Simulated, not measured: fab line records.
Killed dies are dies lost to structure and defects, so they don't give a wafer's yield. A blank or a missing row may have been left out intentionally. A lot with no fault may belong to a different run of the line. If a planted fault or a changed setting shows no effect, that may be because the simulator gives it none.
fab line records | flow n5Finfet
record: lots: 7 | wafers: 21
route steps=1938 shown MOL_CONTACT_COAG@613 BEOL_M0_SAQP@676 BEOL_M0_CUTY@711 BEOL_M0@715
startH: hours from the record's opening day to when the first of the lot's shown wafers began | waitH: time in hours since the lot's previous step | " repeats the value in the row above | L1.1+2: a single row standing in for several wafers | - no value present, or no start provided | * or withheld: withheld | < > ~ a bound
route shown NAME@n: NAME is a module with steps in the file, n the number in the route of the first one | usual: mean/standard deviation taken from wafers without a fault | same: alike in all rows | chamber/n: place in a boat | sites: readings site by site | _std_site: standard deviation across them | _edge_site: outer sites' mean less inner sites' | radiusMm: how far each site lies from the wafer's centre | mask NAME#n: copy n | behind: the tool/chamber that last shaped the wafer | hold: the reason the lot was held/the length of the hold in hours/how it ended | device: whichever transistor did not switch (one of n, p or np) | end of line: the route-end tests of the same wafers | a step with no rows: only its recipe | killed: dies lost to structure and defects at the first sort, not the wafer's yield | map: a wafer's dies, x killed, . not, _ none there
set.NAME: the setting the step ran with; set.NAME@STEP: the setting that earlier step ran with | model.NAME: the simulator's own value behind a step, which no gauge read
lots whose settings were changed on purpose; a table a step, a row a wafer
== steps ==
step: N5_MOL_CONTACT_COAG_ETCHBACK_136
recipe: chemistry: CHF3 | target: SiO2 | targetDepthA: 250 | timeS: 16.7 | ionEnergyEv: 200 | pressureMtorr: 30 | sourceW: 610 | biasW: 170 | Ar_flow_sccm: 200 | CHF3_flow_sccm: 50
lot.wafer  | tool       | chamber | startH | waitH | set.targetDepthA
L077.2+3+5 | rieDiel-03 | 2,3,0   | 122.77 | 0.0   | 250
L083.1+5   | rieDiel-03 | 3,0     | 155.40 | 0.0   | 250
L083.4     | "          | 2       | "      | "     | 240.1
L085.1+2+4 | rieDiel-03 | 3,2,0   | 175.22 | 0.0   | 250
L086.3+4+6 | rieDiel-04 | 0,1,1   | 179.10 | 0.0   | 250
L089.1     | rieDiel-03 | 0       | 194.51 | 0.0   | 250
L089.5+6   | "          | 0,3     | "      | "     | 271.3
L094.2+4   | rieDiel-03 | 2,0     | 223.41 | 0.0   | 250
L094.3     | "          | 1       | "      | "     | 237.6
L095.1     | rieDiel-03 | 2       | 230.80 | 0.0   | 250
L095.2+6   | "          | 1,2     | "      | "     | 219.1
step: N5_MOL_CONTACT_COAG_STRIP_120
recipe: chemistry: CHF3 | resist: SiARC | rfFrequencyHz: 6e+07
step: N5_MOL_CONTACT_COAG_VIA_ETCH_117
recipe: chemistry: C4F6/O2 | targetDepthA: 400 | overetchA: 80 | maskMaterial: SOC | target: SiO2 | biasW: 455 | pressureMtorr: 10 | timeS: 26 | sourceW: 325 | Ar_flow_sccm: 300 | C4F6_flow_sccm: 10 | O2_flow_sccm: 10 | ionEnergyEv: 575.3 | ends: endPoint
lot.wafer | tool       | chamber | startH | waitH | set.targetDepthA@MOL_CONTACT_COAG_ETCHBACK_136 | model.MOL_CONTACT_COAG.featureDepthNm | model.etch.depthNm
L077.2    | rieDiel-03 | 2       | 122.80 | 0.0   | 250                                            | 39.4                                  | 39.4
L077.3    | "          | 3       | "      | "     | 250                                            | 40.6                                  | 40.55
L077.5    | "          | 0       | "      | "     | 250                                            | 40.4                                  | 40.4
L083.1    | rieDiel-03 | 3       | 155.43 | 0.0   | 250                                            | 40.4                                  | 40.47
L083.4    | "          | 2       | "      | "     | 240.1                                          | 40.6                                  | 40.67
L083.5    | "          | 0       | "      | "     | 250                                            | 40.6                                  | 40.51
L085.1    | rieDiel-03 | 3       | 175.25 | 0.0   | 250                                            | 40.4                                  | 40.4
L085.2    | "          | 2       | "      | "     | 250                                            | 39.6                                  | 39.67
L085.4    | "          | 0       | "      | "     | 250                                            | 40.6                                  | 40.57
L086.3    | rieDiel-04 | 0       | 179.14 | 0.0   | 250                                            | 39.8                                  | 39.74
L086.4    | "          | 1       | "      | "     | 250                                            | 39.8                                  | 39.76
L086.6    | "          | 1       | "      | "     | 250                                            | 39.6                                  | 39.6
L089.1    | rieDiel-03 | 0       | 194.54 | 0.0   | 250                                            | 40.4                                  | 40.46
L089.5    | "          | 0       | "      | "     | 271.3                                          | 38.4                                  | 38.47
L089.6    | "          | 3       | "      | "     | 271.3                                          | 38.4                                  | 38.4
L094.2    | rieDiel-03 | 2       | 223.44 | 0.0   | 250                                            | 39.6                                  | 39.58
L094.3    | "          | 1       | "      | "     | 237.6                                          | 40.6                                  | 40.56
L094.4    | "          | 0       | "      | "     | 250                                            | 40.2                                  | 40.27
L095.1    | rieDiel-03 | 2       | 230.83 | 0.0   | 250                                            | 40                                    | 40.04
L095.2    | "          | 1       | "      | "     | 219.1                                          | 42.8                                  | 42.82
L095.6    | "          | 2       | "      | "     | 219.1                                          | 43                                    | 43
step: N5_MOL_CONTACT_COAG_CVD_140
recipe: material: W | targetThkA: 665 | mode: selectiveFill | tempC: 300 | timeS: 215
lot.wafer | tool    | chamber | startH | waitH | set.targetThkA | model.W_of_MOL_CONTACT_COAG_CVD_140.thkNm
L077.2    | cvdW-02 | 1       | 123.28 | 0.1   | 665            | 67
L077.3    | "       | 0       | "      | "     | 703.4          | 69.8
L077.5    | "       | 0       | "      | "     | 703.4          | 70.4
L083.1    | cvdW-02 | 1       | 155.92 | 0.1   | 607.3          | 61.8
L083.4    | "       | 1       | "      | "     | 665            | 67.6
L083.5    | "       | 1       | "      | "     | 607.3          | 62
L085.1    | cvdW-02 | 1       | 175.73 | 0.1   | 665            | 67.4
L085.2    | "       | 0       | "      | "     | 665            | 67.2
L085.4    | "       | 0       | "      | "     | 665            | 67
L086.3    | cvdW-01 | 1       | 179.76 | 0.1   | 641.6          | 64
L086.4    | "       | 0       | "      | "     | 641.6          | 64.4
L086.6    | "       | 1       | "      | "     | 641.6          | 64.2
L089.1+5  | cvdW-01 | 1,0     | 195.04 | 0.1   | 665            | 66.2
L089.6    | "       | 1       | "      | "     | 665            | 66
L094.2    | cvdW-02 | 0       | 223.93 | 0.1   | 729.4          | 72.8
L094.3    | "       | 1       | "      | "     | 729.4          | 74.4
L094.4    | "       | 0       | "      | "     | 665            | 66.4
L095.1    | cvdW-01 | 1       | 231.31 | 0.1   | 603.6          | 60.4
L095.2    | "       | 0       | "      | "     | 603.6          | 60.2
L095.6    | "       | 0       | "      | "     | 665            | 66.2
step: N5_BEOL_M0_SAQP_SPACER2_ALD_26
recipe: material: SiO2 | targetThkA: 150 | tempC: 300 | aldPrecursorFamily: BDEAS | aldCoReactant: O2-plasma | pulseTimeS: 1 | purgeTimeS: 2 | coReactantPurgeTimeS: 2 | pressureTorr: 2
lot.wafer  | tool      | chamber | startH | waitH | set.targetThkA | model.SiO2_of_BEOL_M0_SAQP_SPACER2_ALD_26.thkNm
L077.2     | aldSin-04 | 2       | 134.18 | 0.1   | 155.7          | 15.8
L077.3+5   | "         | 1,0     | "      | "     | 155.7          | 15.6
L083.1     | aldSin-01 | 1       | 164.67 | 0.1   | 157.2          | 15.8
L083.4     | "         | 0       | "      | "     | 150            | 15
L083.5     | "         | 1       | "      | "     | 150            | 15.2
L085.1+2+4 | aldSin-01 | 2,1,2   | 185.96 | 1.5   | 150            | 15.2
L086.3+4+6 | aldSin-02 | 0,2,1   | 192.02 | 1.2   | 150            | 15
L089.1     | aldSin-01 | 1       | 204.69 | 0.1   | 142.1          | 14.2
L089.5+6   | "         | 1,0     | "      | "     | 150            | 15
L094.2+3+4 | aldSin-01 | 3,1,0   | 233.74 | 0.1   | 150            | 15
L095.1     | aldSin-02 | 0       | 239.57 | 0.1   | 143.6          | 14.4
L095.2+6   | "         | 2       | "      | "     | 150            | 15
step: N5_BEOL_M0_SAQP_SPACER2_ETCHBACK_27
recipe: chemistry: CHF3/O2 | mode: anisotropicEtchback | target: SiO2 | targetDepthA: 225 | timeS: 11.25 | pressureMtorr: 30 | sourceW: 650 | biasW: 170 | Ar_flow_sccm: 200 | CHF3_flow_sccm: 50 | O2_flow_sccm: 5 | ionEnergyEv: 200
step: N5_BEOL_M0_SAQP_MANDREL2_REMOVE_110
recipe: chemistry: HBr/Cl2/O2 | btTimeS: 10 | target: a-Si | stopOn: SiCN | endpoint: OES-SiCl | overEtchFrac: 1 | icpW: 600 | biasW: 30 | HBr_flow_sccm: 150 | Cl2_flow_sccm: 80 | O2_flow_sccm: 5 | pressureMtorr: 10
lot.wafer  | tool     | chamber | startH | waitH | set.targetThkA@BEOL_M0_SAQP_SPACER2_ALD_26 | model.BEOL_M0_SAQP.cdNm
L077.2     | rieSi-01 | 2       | 134.82 | 0.1   | 155.7                                      | 15.8
L077.3+5   | "        | 3,0     | "      | "     | 155.7                                      | 15.6
L083.1     | rieSi-03 | 0       | 165.44 | 0.1   | 157.2                                      | 15.8
L083.4     | "        | 1       | "      | "     | 150                                        | 14.8
L083.5     | "        | 1       | "      | "     | 150                                        | 15
L085.1     | rieSi-03 | 0       | 186.60 | 0.1   | 150                                        | 15.2
L085.2     | "        | 3       | "      | "     | 150                                        | 15
L085.4     | "        | 1       | "      | "     | 150                                        | 14.8
L086.3+4+6 | rieSi-06 | 0,3,2   | 192.65 | 0.1   | 150                                        | 15
L089.1     | rieSi-06 | 1       | 205.32 | 0.1   | 142.1                                      | 14.2
L089.5     | "        | 0       | "      | "     | 150                                        | 15.2
L089.6     | "        | 3       | "      | "     | 150                                        | 15
L094.2+3+4 | rieSi-01 | 1,2,0   | 234.41 | 0.1   | 150                                        | 15.2
L095.1     | rieSi-01 | 2       | 240.21 | 0.1   | 143.6                                      | 14.4
L095.2     | "        | 3       | "      | "     | 150                                        | 14.8
L095.6     | "        | 1       | "      | "     | 150                                        | 15
step: N5_BEOL_M0_SAQP_COAT_69
recipe: resist: SOC | tempC: 250 | timeS: 60 | spinRpm: 1500 | resistThkNm: 90
step: N5_BEOL_M0_CUTY_DESCUM_61
recipe: chemistry: O2 | timeS: 7.9 | sourcePowerW: 50 | biasPowerW: 20 | pressureMtorr: 20 | rfFrequencyHz: 2.712e+07 | tempC: 40 | resist: CAR-ArF-block | o2FlowSccm: 225
step: N5_BEOL_M0_CUTY_ETCH_62
recipe: chemistry: CF4 | target: SiARC | maskMaterial: CAR-ArF-block | timeS: 58.5 | ionEnergyEv: 80 | pressureMtorr: 40 | sourceW: 545 | biasW: 36 | Ar_flow_sccm: 100 | cf4FlowSccm: 100 | ends: cleared
step: N5_BEOL_M0_CUTY_ETCH_63
recipe: chemistry: N2/H2 | target: SOC | targetDepthA: 827 | overetchA: 165 | maskMaterial: SiARC | tempC: 40 | ionEnergyEv: 200 | timeS: 124 | pressureMtorr: 30 | sourceW: 840 | biasW: 150 | n2FlowSccm: 200 | h2FlowSccm: 200
lot.wafer  | tool       | chamber | startH | waitH | set.targetThkA@BEOL_M0_SAQP_SPACER2_ALD_26 | model.SiO2_of_BEOL_M0_SAQP_SPACER2_ALD_26.thkNm
L077.2+5   | rieDiel-01 | 1,3     | 137.23 | 0.0   | 155.7                                      | 7.8
L077.3     | "          | 1       | "      | "     | 155.7                                      | 7.6
L083.1     | rieDiel-01 | 0       | 167.37 | 0.0   | 157.2                                      | 7.8
L083.4+5   | "          | 1,2     | "      | "     | 150                                        | 7.2
L085.1+2+4 | rieDiel-04 | 2,1,0   | 189.96 | 0.0   | 150                                        | 7.2
L086.3     | rieDiel-03 | 1       | 195.00 | 0.0   | 150                                        | 7
L086.4+6   | "          | 0,3     | "      | "     | 150                                        | 7.2
L089.1     | rieDiel-03 | 1       | 207.33 | 0.0   | 142.1                                      | 6.2
L089.5     | "          | 2       | "      | "     | 150                                        | 7.2
L089.6     | "          | 1       | "      | "     | 150                                        | 7
L094.2+4   | rieDiel-03 | 2       | 236.48 | 0.0   | 150                                        | 7.2
L094.3     | "          | 1       | "      | "     | 150                                        | 7
L095.1     | rieDiel-03 | 2       | 242.09 | 0.0   | 143.6                                      | 6.4
L095.2+6   | "          | 0       | "      | "     | 150                                        | 7.2
step: N5_BEOL_M0_CUTY_STRIP_64
recipe: chemistry: N2/H2 | tempC: 40 | n2FlowSccm: 200 | h2FlowSccm: 200 | rfFrequencyHz: 6e+07
step: N5_BEOL_M0_ETCH_138
recipe: chemistry: CH3F/O2 | targetDepthA: 120 | target: SiCN | timeS: 31.6 | ionEnergyEv: 120 | pressureMtorr: 30 | sourceW: 395 | biasW: 75 | Ar_flow_sccm: 150 | CH3F_flow_sccm: 30 | O2_flow_sccm: 20 | ends: cleared
lot.wafer  | tool       | chamber | startH | waitH | set.targetThkA@BEOL_M0_SAQP_SPACER2_ALD_26 | model.SiO2_of_BEOL_M0_SAQP_SPACER2_ALD_26.thkNm
L077.2     | rieDiel-01 | 1       | 137.42 | 0.0   | 155.7                                      | 6
L077.3+5   | "          | 1,3     | "      | "     | 155.7                                      | 5.8
L083.1     | rieDiel-01 | 0       | 167.50 | 0.0   | 157.2                                      | 5.8
L083.4     | "          | 1       | "      | "     | 150                                        | 5
L083.5     | "          | 2       | "      | "     | 150                                        | 5.4
L085.1+2+4 | rieDiel-04 | 2,1,0   | 190.08 | 0.0   | 150                                        | 5.2
L086.3+4+6 | rieDiel-03 | 1,0,3   | 195.13 | 0.0   | 150                                        | 5.2
L089.1     | rieDiel-03 | 1       | 207.46 | 0.0   | 142.1                                      | 4.4
L089.5     | "          | 2       | "      | "     | 150                                        | 5
L089.6     | "          | 1       | "      | "     | 150                                        | 5.2
L094.2+3+4 | rieDiel-03 | 2,1,2   | 236.61 | 0.0   | 150                                        | 5.2
L095.1     | rieDiel-03 | 2       | 242.22 | 0.0   | 143.6                                      | 4.4
L095.2+6   | "          | 0       | "      | "     | 150                                        | 5.2
step: N5_BEOL_M0_HM_OPEN_105
recipe: chemistry: Cl2/BCl3 | targetDepthA: 120 | target: TiN | ionEnergyEv: 150 | pressureMtorr: 10 | icpW: 1000 | biasW: 126 | Cl2_flow_sccm: 53.25 | bcl3FlowSccm: 21.75 | Ar_flow_sccm: 25
lot.wafer  | tool        | chamber | startH | waitH | set.targetThkA@BEOL_M0_SAQP_SPACER2_ALD_26 | model.SiO2_of_BEOL_M0_SAQP_SPACER2_ALD_26.thkNm
L077.2     | rieMetal-01 | 0       | 138.22 | 0.8   | 155.7                                      | 3.6
L077.3+5   | "           | 1       | "      | "     | 155.7                                      | 3.4
L083.1     | rieMetal-01 | 0       | 171.84 | 4.3   | 157.2                                      | 3.4
L083.4     | "           | 1       | "      | "     | 150                                        | 2.6
L083.5     | "           | 0       | "      | "     | 150                                        | 3
L085.1     | rieMetal-01 | 0       | 191.82 | 1.7   | 150                                        | 3
L085.2+4   | "           | 1,0     | "      | "     | 150                                        | 2.8
L086.3+4+6 | rieMetal-01 | 0,1,0   | 197.29 | 2.1   | 150                                        | 2.8
L089.1     | rieMetal-02 | 0       | 207.84 | 0.3   | 142.1                                      | 2.2
L089.5+6   | "           | 0,1     | "      | "     | 150                                        | 2.8
L094.2     | rieMetal-03 | 1       | 237.38 | 0.7   | 150                                        | 2.6
L094.3+4   | "           | 1       | "      | "     | 150                                        | 2.8
L095.1     | rieMetal-03 | 0       | 243.43 | 1.2   | 143.6                                      | 2
L095.2     | "           | 1       | "      | "     | 150                                        | 2.8
L095.6     | "           | 0       | "      | "     | 150                                        | 2.6
step: N5_BEOL_M0_ETCH_128
recipe: chemistry: CF4/N2 | targetDepthA: 120 | overetchA: 51 | target: SiCN | timeS: 21.4 | ionEnergyEv: 150 | pressureMtorr: 40 | sourceW: 430 | biasW: 70 | Ar_flow_sccm: 100 | cf4FlowSccm: 60 | n2FlowSccm: 60
usual: rfVppV: 381.9/1.5
lot.wafer | tool       | chamber | startH | waitH | set.sourceW | rfVppV
L077.2    | rieDiel-04 | 3       | 138.63 | 0.0   | 430         | 381.0
L077.3    | "          | 2       | "      | "     | 430         | 380.3
L077.5    | "          | 0       | "      | "     | 430         | 380.7
L083.1    | rieDiel-01 | 0       | 172.15 | 0.0   | 430         | 377.3
L083.4    | "          | 1       | "      | "     | 430         | 381.9
L083.5    | "          | 0       | "      | "     | 353.2       | 406.4
L085.1    | rieDiel-01 | 0       | 192.14 | 0.0   | 430         | 380.3
L085.2    | "          | 3       | "      | "     | 430         | 384.0
L085.4    | "          | 1       | "      | "     | 430         | 383.4
L086.3    | rieDiel-03 | 0       | 197.78 | 0.0   | 430         | 381.5
L086.4    | "          | 3       | "      | "     | 358.1       | 406.1
L086.6    | "          | 0       | "      | "     | 430         | 382.4
L089.1    | rieDiel-04 | 2       | 208.16 | 0.0   | 430         | 379.7
L089.5    | "          | 0       | "      | "     | 430         | 382.8
L089.6    | "          | 1       | "      | "     | 377.7       | 398.0
L094.2    | rieDiel-01 | 3       | 237.80 | 0.0   | 430         | 384.1
L094.3    | "          | 2       | "      | "     | 469.5       | 369.8
L094.4    | "          | 1       | "      | "     | 469.5       | 372.1
L095.1    | rieDiel-01 | 0       | 243.99 | 0.0   | 430         | 379.4
L095.2    | "          | 3       | "      | "     | 430         | 383.5
L095.6    | "          | 2       | "      | "     | 367.6       | 401.8
== key ==
split: step: N5_MOL_CONTACT_COAG_ETCHBACK_136 | setting: targetDepthA | stated: 250 | by: wafer
response: step: N5_MOL_CONTACT_COAG_VIA_ETCH_117 | reading: model.MOL_CONTACT_COAG.featureDepthNm | change: -0.214 | per: 1% | r: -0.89
response: step: N5_MOL_CONTACT_COAG_VIA_ETCH_117 | reading: model.etch.depthNm | change: -0.213 | per: 1% | r: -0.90
split: step: N5_MOL_CONTACT_COAG_CVD_140 | setting: targetThkA | stated: 665 | by: wafer
response: step: N5_MOL_CONTACT_COAG_CVD_140 | reading: model.W_of_MOL_CONTACT_COAG_CVD_140.thkNm | change: +0.666 | per: 1% | r: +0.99
split: step: N5_BEOL_M0_SAQP_SPACER2_ALD_26 | setting: targetThkA | stated: 150 | by: wafer
response: step: N5_BEOL_M0_SAQP_SPACER2_ALD_26 | reading: model.SiO2_of_BEOL_M0_SAQP_SPACER2_ALD_26.thkNm | change: +0.147 | per: 1% | r: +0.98
response: step: N5_BEOL_M0_SAQP_MANDREL2_REMOVE_110 | reading: model.BEOL_M0_SAQP.cdNm | change: +0.162 | per: 1% | r: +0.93
response: step: N5_BEOL_M0_CUTY_ETCH_63 | reading: model.SiO2_of_BEOL_M0_SAQP_SPACER2_ALD_26.thkNm | change: +0.16 | per: 1% | r: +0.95
response: step: N5_BEOL_M0_ETCH_138 | reading: model.SiO2_of_BEOL_M0_SAQP_SPACER2_ALD_26.thkNm | change: +0.145 | per: 1% | r: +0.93
response: step: N5_BEOL_M0_HM_OPEN_105 | reading: model.SiO2_of_BEOL_M0_SAQP_SPACER2_ALD_26.thkNm | change: +0.131 | per: 1% | r: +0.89
split: step: N5_BEOL_M0_ETCH_128 | setting: sourceW | stated: 430 | by: wafer
response: step: N5_BEOL_M0_ETCH_128 | reading: rfVppV | change: -1.44 | per: 1% | r: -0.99
